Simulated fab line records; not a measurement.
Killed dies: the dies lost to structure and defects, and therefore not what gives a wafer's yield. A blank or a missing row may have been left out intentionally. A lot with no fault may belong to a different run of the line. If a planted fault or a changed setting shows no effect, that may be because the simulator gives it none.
Comparing a struck lot with a sound one    flow n5_finfet    18 out of 1938 route steps
Sound: the wafers L711.2, L711.3, L711.4. The struck wafers were L716.1, L716.2, L716.6. The cause comes at the end.
Each step with rows lists, per side, the tool, then ch with its chambers, then its first start. Under that, the readings that differ: sound wafers    struck wafers    difference of the means    sigmas: that difference in standard deviations of wafers without a fault.
alike: readings whose means differ by less than 2 such deviations, and words and numbers that are the same on both sides. not compared: withheld readings, readings that some wafer has no value for, bounds like >300 that may hide the same value, and numbers for which the record gives no deviation and whose values overlap.
Wherever a step has rows on one side only, a row that says differs or no value, or a row with sigmas, the two part there. Numbers that have no deviation but don't overlap get no sigmas and don't part them. A reading missing from all wafers of one side parts the sides only when that side holds two or more wafers.

N5_BEOL_M0_SAQP_STRIP_86: strips in N2/H2.
  sound on rie_diel-02 ch 1,3, day 7 18:46; struck on rie_diel-01 ch 2,3, day 9 06:24
  alike: drypump_motor_current_A, oes_product_au, rf_vpp_V, showerhead_plenum_p_Torr, temp_c, throttle_valve_pct
  not compared: rf_hours_counter_h
then, 3 steps without rows for these wafers: N5_BEOL_M0_SAQP_STRIP_115 (strips in post etch residue remover, time 60 s); N5_BEOL_M0_SAQP_SRD_93 (time 30 s); N5_BEOL_M0_SAQP_RECESS_114 (chemistry HF/NH3, target SiO2, target depth 14.4 nm, afs cycles 3, sublimation time 60 s).
N5_BEOL_M0_SAQP_SPACER1_ALD_98: deposits SiO2, target thk 12.8 nm, pulse time 1 s, purge time 2 s.
  sound on ald_sin-02 ch 0,1,3, day 7 19:17; struck on ald_sin-02 ch 0,1,3, day 9 07:10
  alike: heater_power_outer_w, heater_power_w, precursor_pulse_height_rel
then, 2 steps without rows for these wafers: N5_BEOL_M0_SAQP_SPACER1_ETCHBACK_99 (etches SiO2 in CHF3/O2, target depth 15.4 nm, time 7.7 s); N5_BEOL_M0_SAQP_MANDREL1_REMOVE_100 (chemistry HBr/Cl2/O2, target a-Si, stops on SiNx, bt time 10 s).
N5_BEOL_M0_SAQP_CD_MEAS_25: target cd 13.1 nm.
  sound on cd_sem-03 ch 0, day 7 19:57; struck on cd_sem-02 ch 0, day 9 07:50
  alike: cd_nm
then, 1 step without rows for these wafers: N5_BEOL_M0_SAQP_ETCH_101 (etches SiNx in CH3F/O2, target depth 29.9 nm, time 42.7 s).
N5_BEOL_M0_SAQP_ETCH_102: etches SiO2 in CF4, target depth 4 nm, time 4.4 s.
  sound on rie_si-06 ch 0,1,2, day 7 20:05; struck on rie_si-06 ch 0,1, day 9 07:59
  alike: drypump_motor_current_A, he_backside_leak_sccm, oes_product_au, throttle_valve_pct
  not compared: rf_hours_counter_h
then, 1 step without rows for these wafers: N5_BEOL_M0_SAQP_MANDREL_ETCH_103 (etches a-Si in HBr/Cl2, stops on SiCN, target depth 45 nm, bt time 10 s, time 27 s).
N5_BEOL_M0_SAQP_RECESS_104: chemistry HF/NH3, target SiO2, target depth 18 nm, afs cycles 3, sublimation time 60 s.
  sound on vapor_etch-02 ch 0,1, day 7 20:13; struck on vapor_etch-01 ch 0,1, day 9 08:05
  alike: drypump_motor_current_A, foreline_p_Torr, sublimation_temp_c, temp_c
N5_BEOL_M0_SAQP_COAT_105: time 60 s, resist thk 100 nm.
  sound on litho_track-03 ch 0, day 7 20:36; struck on litho_track-03 ch 0, day 9 08:29
reading                                         sound                 struck                difference  sigmas
spin_speed_rpm (rpm)                            1500.0 1499.6 1499.3  1829.2 1828.7 1829.5  +329.5      +99 or more
model.SOC_of_BEOL_M0_SAQP_COAT_105.thk_nm (nm)  100.2 100 100         91.4 91.6 91          -8.7        
N5_BEOL_M0_SAQP_ETCH_106: etches SOC in N2/H2, stops on SiNx, target depth 150 nm.
  sound on rie_diel-02 ch 2,3, day 7 20:40; struck on rie_diel-01 ch 0,2, day 9 08:32
  alike: drypump_motor_current_A, oes_product_au, rf_vpp_V, showerhead_plenum_p_Torr, throttle_valve_pct
  not compared: rf_hours_counter_h
N5_BEOL_M0_SAQP_ETCH_107: etches SiNx in CH3F/O2, target depth 30 nm.
  sound on rie_diel-02 ch 2,3, day 7 20:46; struck on rie_diel-01 ch 0,2, day 9 08:36
reading                                         sound           struck       difference  sigmas
model.SOC_of_BEOL_M0_SAQP_COAT_105.thk_nm (nm)  12.8 12.8 19.2  5.6 3.6 2.2  -11.1       
  alike: drypump_motor_current_A, oes_product_au, rf_vpp_V, showerhead_plenum_p_Torr, throttle_valve_pct
  not compared: rf_hours_counter_h
then, 1 step without rows for these wafers: N5_BEOL_M0_SAQP_STRIP_108 (strips in N2/H2).
-- the record jumps here: 3 days lie between the struck wafers' starts before and after (it left off in module BEOL_M0_SAQP and takes up again in module BEOL_M4, whose first step shown is number 1111 of the route) --
N5_BEOL_M4_RC_MEAS_101:
  sound on prober-02 ch 0, day 10 08:39; struck on prober-02 ch 0, day 12 03:31
  alike: DIBL_N, DIBL_P, IOFF_N, IOFF_P, ION_N, ION_P, SS_N, SS_P, VT_N, VT_P
next, for these wafers, 1 step has no rows: N5_PASSIVATION_PROBE_49.

WHERE THEY PART
Within this record, at N5_BEOL_M0_SAQP_COAT_105 only. Later steps at which nothing parts them and some readings are alike: N5_BEOL_M0_SAQP_ETCH_106, N5_BEOL_M0_SAQP_ETCH_107, N5_BEOL_M4_RC_MEAS_101.

WHY: the cause the simulator had injected
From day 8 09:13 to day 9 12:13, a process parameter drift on litho_track-03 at N5_BEOL_M0_SAQP_COAT_105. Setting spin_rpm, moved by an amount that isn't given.
